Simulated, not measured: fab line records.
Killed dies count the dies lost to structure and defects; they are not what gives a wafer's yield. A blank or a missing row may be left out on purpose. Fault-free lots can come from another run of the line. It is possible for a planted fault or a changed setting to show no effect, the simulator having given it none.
Which of the tools did it? -- flow n5_finfet -- 38 wafers from 14 lots sampled at 7 of the route's 1938 steps

WHAT EACH GAUGE READ, for each wafer
N5_BEOL_M5_OCD_MEAS_38.
lot,measured,on,trench_depth_nm (nm)
L917,day 8 01:49,ocd-01,72.6 73.5 70.2
L919,day 8 06:18,ocd-02,73.1 72.7 70.7
L918,day 8 10:12,ocd-02,71.0 72.4
L922,day 9 09:00,ocd-02,73.8 73.4 72.8
L923,day 10 00:22,ocd-01,70.0 72.3 70.6
L924,day 10 02:12,ocd-01,70.5 72.1 73.8
L926,day 10 07:43,ocd-01,70.9 71.1 71.7
L925,day 10 09:57,ocd-01,69.4 71.5 71.8
L927,day 10 19:55,ocd-02,72.6 71.1 71.1
L928,day 10 19:23,ocd-02,70.4 73.3 73.6
L929,day 11 12:05,ocd-02,71.1 72.4
L938,day 13 06:48,ocd-01,45.2 75.0 71.2
L937,day 13 10:40,ocd-01,46.0
L940,day 13 23:14,ocd-02,69.1 73.8 69.1

N5_BEOL_M5_THK_MEAS_53: measures by xrf.
lot,measured,on,M5_THK (nm)
L917,day 8 08:55,film_metro-01,62.5 65.5 62.6
L919,day 8 12:44,film_metro-02,65.0 64.8 62.2
L918,day 8 17:42,film_metro-02,65.6 66.3
L922,day 9 16:44,film_metro-02,66.7 66.5 66.1
L923,day 10 07:56,film_metro-01,62.0 64.4 62.2
L924,day 10 09:55,film_metro-01,65.9 64.9 64.2
L926,day 10 14:50,film_metro-01,62.2 64.1 65.0
L925,day 10 16:38,film_metro-02,59.4 61.1 61.1
L927,day 11 02:31,film_metro-02,66.0 64.3 62.8
L928,day 11 02:10,film_metro-01,64.8 66.2 64.3
L929,day 11 18:49,film_metro-02,61.0 62.6
L938,day 13 13:28,film_metro-01,35.0 65.4 62.2
L937,day 13 17:22,film_metro-02,40.3
L940,day 14 06:44,film_metro-01,62.7 66.8 61.8

N5_BEOL_M5_RS_MEAS_57: uses a four-point probe to measure.
lot,measured,on,M5_RS (ohm/sq)
L917,day 8 09:10,film_metro-02,0.395 0.372 0.393
L919,day 8 13:00,film_metro-02,0.370 0.370 0.390
L918,day 8 17:59,film_metro-02,0.366 0.364
L922,day 9 17:02,film_metro-02,0.362 0.361 0.364
L923,day 10 08:13,film_metro-02,0.390 0.374 0.389
L924,day 10 10:10,film_metro-02,0.369 0.373 0.380
L926,day 10 15:05,film_metro-02,0.392 0.380 0.371
L925,day 10 16:58,film_metro-01,0.409 0.395 0.396
L927,day 11 02:46,film_metro-01,0.365 0.376 0.386
L928,day 11 02:30,film_metro-01,0.374 0.365 0.378
L929,day 11 19:04,film_metro-02,0.395 0.385
L938,day 13 13:44,film_metro-02,0.828 0.376 0.401
L937,day 13 17:38,film_metro-01,0.667
L940,day 14 07:01,film_metro-01,0.389 0.359 0.396

TOOL THAT RAN EACH LOT (tool first, then ch and the chambers of the sampled wafers, then the start)
lot,N5_BEOL_M5_STRIP_19,N5_BEOL_M5_STRIP_36,N5_BEOL_M5_TRENCH_ETCH_37,N5_BEOL_M5_STRIP_91
L917,"rie_diel-03 ch 1,2,3, day 8 00:46","rie_diel-03 ch 1,2,3, day 8 01:38","rie_diel-03 ch 1,2,3, day 8 01:40","rie_diel-03 ch 1,2,3, day 8 01:49 or earlier"
L919,"rie_diel-02 ch 0,1,2, day 8 04:56","rie_diel-03 ch 1,2,3, day 8 06:07","rie_diel-03 ch 1,2,3, day 8 06:09","rie_diel-03 ch 1,2,3, day 8 06:18 or earlier"
L918,"rie_diel-05 ch 2, day 8 07:38","rie_diel-03 ch 0,2, day 8 10:01","rie_diel-03 ch 0,2, day 8 10:03","rie_diel-03 ch 0,2, day 8 10:12 or earlier"
L922,"rie_diel-05 ch 0,1,2, day 9 07:34","rie_diel-03 ch 3, day 9 08:43","rie_diel-03 ch 3, day 9 08:47","rie_diel-03 ch 3, day 9 09:00 or earlier"
L923,"rie_diel-05 ch 0,2,3, day 9 23:09","rie_diel-02 ch 1,2, day 10 00:10","rie_diel-02 ch 1,2, day 10 00:12","rie_diel-02 ch 1,2, day 10 00:22 or earlier"
L924,"rie_diel-02 ch 0,2,3, day 10 01:16","rie_diel-03 ch 0,1,2, day 10 02:01","rie_diel-03 ch 0,1,2, day 10 02:03","rie_diel-03 ch 0,1,2, day 10 02:12 or earlier"
L926,"rie_diel-02 ch 1,2,3, day 10 03:29","rie_diel-05 ch 0,1, day 10 07:32","rie_diel-05 ch 0,1, day 10 07:34","rie_diel-05 ch 0,1, day 10 07:43 or earlier"
L925,"rie_diel-02 ch 1,2,3, day 10 08:32","rie_diel-02 ch 1,2, day 10 09:46","rie_diel-02 ch 1,2, day 10 09:48","rie_diel-02 ch 1,2, day 10 09:57 or earlier"
L927,"rie_diel-02 ch 0,2,3, day 10 15:58","rie_diel-05 ch 1,3, day 10 19:43","rie_diel-05 ch 1,3, day 10 19:46","rie_diel-05 ch 1,3, day 10 19:55 or earlier"
L928,"rie_diel-05 ch 0,1,3, day 10 17:39","rie_diel-03 ch 1,2,3, day 10 19:11","rie_diel-03 ch 1,2,3, day 10 19:14","rie_diel-03 ch 1,2,3, day 10 19:23 or earlier"
L929,"rie_diel-05 ch 0,1, day 11 10:41","rie_diel-03 ch 2,3, day 11 11:55","rie_diel-03 ch 2,3, day 11 11:57","rie_diel-03 ch 2,3, day 11 12:05 or earlier"
L938,"rie_diel-05 ch 1,2,3, day 13 05:52","rie_diel-03 ch 0,1,3, day 13 06:36","rie_diel-03 ch 0,1,3, day 13 06:38","rie_diel-03 ch 0,1,3, day 13 06:48 or earlier"
L937,"rie_diel-05 ch 0, day 13 08:23","rie_diel-03 ch 0, day 13 10:28","rie_diel-03 ch 0, day 13 10:30","rie_diel-03 ch 0, day 13 10:40 or earlier"
L940,"rie_diel-02 ch 0,2,3, day 13 21:49","rie_diel-02 ch 0,2, day 13 23:03","rie_diel-02 ch 0,2, day 13 23:05","rie_diel-02 ch 0,2, day 13 23:14 or earlier"
- N5_BEOL_M5_STRIP_19: strips in O2.
- N5_BEOL_M5_STRIP_36: strips in N2/H2.
- N5_BEOL_M5_TRENCH_ETCH_37: etches SiCOH lowk in C4F6/O2, target depth 71.652 nm, time 24.7 s.
- N5_BEOL_M5_STRIP_91: strips in N2/H2, time 10 s.

WHAT THE TOOLS THEMSELVES READ (means of the sampled wafers that have a number; where no wafer has one, the mark that the record gives instead)
N5_BEOL_M5_STRIP_19.
lot,tool,drypump_motor_current_A (A),oes_product_au (a.u.),rf_vpp_V (V),showerhead_plenum_p_Torr (Torr),throttle_valve_pct (%)
L917,rie_diel-03,5.7,0.81,3.7,2.15,16.59
L919,rie_diel-02,5.8,0.80,4.0,2.08,16.59
L918,rie_diel-05,5.9,0.81,4.0,2.13,16.48
L922,rie_diel-05,5.8,0.75,3.8,2.12,16.54
L923,rie_diel-05,6.1,0.78,3.6,2.07,16.68
L924,rie_diel-02,5.8,0.77,3.4,2.09,16.77
L926,rie_diel-02,5.8,0.76,3.5,2.08,16.83
L925,rie_diel-02,5.8,0.75,3.5,2.08,16.82
L927,rie_diel-02,5.7,0.77,3.7,2.09,16.76
L928,rie_diel-05,6.0,0.74,3.7,2.08,16.68
L929,rie_diel-05,5.8,0.71,4.2,2.10,16.59
L938,rie_diel-05,6.0,0.76,3.8,2.10,16.70
L937,rie_diel-05,5.8,0.99,2.9,2.04,16.16
L940,rie_diel-02,5.7,0.75,3.5,2.08,16.80

N5_BEOL_M5_STRIP_36.
lot,tool,drypump_motor_current_A (A),oes_product_au (a.u.),rf_vpp_V (V),showerhead_plenum_p_Torr (Torr),throttle_valve_pct (%)
L917,rie_diel-03,5.7,0.81,59.4,2.59,23.49
L919,rie_diel-03,5.7,0.81,60.3,2.59,23.48
L918,rie_diel-03,5.6,0.76,59.4,2.54,23.65
L922,rie_diel-03,6.6,0.81,59.9,2.56,23.62
L923,rie_diel-02,6.2,0.74,58.3,2.49,23.59
L924,rie_diel-03,5.3,0.79,58.6,2.55,23.55
L926,rie_diel-05,5.8,0.71,59.6,2.57,23.43
L925,rie_diel-02,6.0,0.76,58.8,2.47,23.68
L927,rie_diel-05,5.9,0.76,59.8,2.56,23.57
L928,rie_diel-03,5.7,0.79,59.3,2.59,23.51
L929,rie_diel-03,6.2,0.73,59.4,2.57,23.59
L938,rie_diel-03,5.6,0.80,59.9,2.53,23.62
L937,rie_diel-03,5.3,0.80,57.7,2.45,23.80
L940,rie_diel-02,6.1,0.73,60.0,2.50,23.53

N5_BEOL_M5_TRENCH_ETCH_37.
lot,tool,drypump_motor_current_A (A),oes_ar_750_au (a.u.),oes_product_au (a.u.),rf_vpp_V (V),showerhead_plenum_p_Torr (Torr),throttle_valve_pct (%)
L917,rie_diel-03,5.7,0.81,0.81,668,2.89,20.70
L919,rie_diel-03,5.7,0.82,0.81,668,2.89,20.71
L918,rie_diel-03,5.5,0.77,0.77,672,2.84,20.89
L922,rie_diel-03,6.6,0.81,0.81,658,2.84,20.55
L923,rie_diel-02,6.2,0.74,0.74,668,2.81,20.99
L924,rie_diel-03,5.3,0.81,0.80,677,2.86,20.84
L926,rie_diel-05,5.7,0.72,0.72,660,2.88,20.74
L925,rie_diel-02,5.9,0.77,0.76,669,2.78,20.92
L927,rie_diel-05,5.9,0.75,0.75,655,2.88,20.84
L928,rie_diel-03,5.7,0.79,0.79,667,2.88,20.73
L929,rie_diel-03,6.2,0.74,0.74,658,2.87,20.75
L938,rie_diel-03,5.6,0.81,0.75,675,2.83,20.72
L937,rie_diel-03,5.3,0.81,0.61,684,2.76,20.86
L940,rie_diel-02,6.1,0.74,0.73,675,2.81,20.91

N5_BEOL_M5_STRIP_91.
lot,tool,drypump_motor_current_A (A),oes_product_au (a.u.),rf_vpp_V (V),showerhead_plenum_p_Torr (Torr),throttle_valve_pct (%)
L917,rie_diel-03,5.7,0.82,59.7,2.59,23.49
L919,rie_diel-03,5.7,0.81,59.8,2.59,23.47
L918,rie_diel-03,5.5,0.77,58.7,2.54,23.63
L922,rie_diel-03,6.6,0.82,59.0,2.56,23.62
L923,rie_diel-02,6.2,0.74,59.2,2.49,23.60
L924,rie_diel-03,5.3,0.80,59.7,2.55,23.55
L926,rie_diel-05,5.8,0.71,59.4,2.57,23.43
L925,rie_diel-02,6.0,0.76,58.5,2.47,23.69
L927,rie_diel-05,5.9,0.75,59.0,2.56,23.58
L928,rie_diel-03,5.8,0.79,60.0,2.59,23.50
L929,rie_diel-03,6.2,0.74,58.8,2.58,23.59
L938,rie_diel-03,5.6,0.81,58.7,2.53,23.61
L937,rie_diel-03,5.3,0.80,59.9,2.45,23.82
L940,rie_diel-02,6.1,0.73,59.5,2.50,23.51

THE ANSWER, worked out from the rows above alone
Rule: what is usual is taken from the lots themselves. Put in order of their means at a reading, lots are off if they are a third of the lots or fewer, leave a main group of 4 or more, and stand apart from it by a gap of 3 or more times the standard deviation of the main group's means; of several such gaps the widest counts. Not used: any main group whose means are identical at the precision the tables above print for the reading. Also off: a lot with no number at a reading for which 4 or more lots have one. The other lots that the step has rows for count as sound. First the gauges in route order, then the tools' own readings, where a lot's mean is used as printed above. At the first step where some lot is off, the reading lying furthest off is the one used; lots without a number count as furthest.
Off, at N5_BEOL_M5_OCD_MEAS_38 on trench_depth_nm: L938, L937. The main group has a mean of 71.7 nm with a standard deviation of 0.72.
A tool fits if, at a process step before that reading, it ran every lot that is off, and no sound lot after the first of them. The gauges at N5_BEOL_M5_OCD_MEAS_38 aren't tried: what is off there is off at N5_BEOL_M5_RS_MEAS_57 too, on other tools, and a gauge's error can't cause that. Because N5_BEOL_M5_STRIP_91 lacks a start for some lots, the hours and order of its lots are taken from N5_BEOL_M5_OCD_MEAS_38. Can't be told from this: 2 tools fit, rie_diel-05 at N5_BEOL_M5_STRIP_19, rie_diel-03 at N5_BEOL_M5_STRIP_36 and N5_BEOL_M5_TRENCH_ETCH_37 and N5_BEOL_M5_STRIP_91.

WHAT THE SIMULATOR HAD INSERTED
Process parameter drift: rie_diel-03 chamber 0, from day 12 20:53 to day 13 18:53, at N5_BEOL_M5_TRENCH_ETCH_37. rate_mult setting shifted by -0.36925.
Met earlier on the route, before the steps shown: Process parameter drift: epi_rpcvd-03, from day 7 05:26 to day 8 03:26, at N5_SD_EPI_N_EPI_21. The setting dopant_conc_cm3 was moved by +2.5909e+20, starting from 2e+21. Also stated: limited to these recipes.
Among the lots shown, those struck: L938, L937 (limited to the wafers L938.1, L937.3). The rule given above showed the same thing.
